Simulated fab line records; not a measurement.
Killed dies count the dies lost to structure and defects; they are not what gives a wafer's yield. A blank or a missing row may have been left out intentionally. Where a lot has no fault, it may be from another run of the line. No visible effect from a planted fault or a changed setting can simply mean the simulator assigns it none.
Matching of chambers -- flow n5Finfet -- N5_MOL_CONTACT_COAG_ETCH_90 on rieDiel-06: 4 sister chambers
The step etches SiARC in CF4, target depth 13 nm, time 21.7 s. 4 wafers are shown with their chamber, then 8 later ones without.

WAFERS PAIRED WITH THEIR CHAMBERS
wafer,chamber,throttleValvePct (%)
L089.1,0,15.71
L089.5,2,15.87
L089.6,3,16.09
L091.2,1,15.62

WAFERS WHOSE CHAMBER IS MISSING
wafer,throttleValvePct (%)
L091.5,15.63
L091.6,15.87
L092.1,16.10
L092.2,15.90
L092.4,15.73
L097.1,15.66
L097.3,15.75
L097.5,15.74

CHAMBER TAKEN BY EACH
wafer,from the rows above,in truth
L091.5,1,1
L091.6,2,2
L092.1,3,3
L092.2,2,2
L092.4,0,0
L097.1,can't be placed: 1 or 0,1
L097.3,0,0
L097.5,0,0
7 of 8 placed correctly. From these rows, 1 cannot be placed; in 1 the true chamber is one of the candidates. Placed wrongly: 0.
How it was worked out, from the rows above alone: a wafer's distance from a chamber is the root of the sum, over the readings, of the square of ((its reading less the chamber's mean) divided by the reading's scatter). The wafer belongs to the nearest chamber; if the next one is less than 2 further off, it can't be placed. For every chamber, the mean is computed from those of its wafers that are shown. The scatter: with one shown wafer a chamber, the root of the mean of the squares of how far each hidden wafer lies from its nearest shown one.
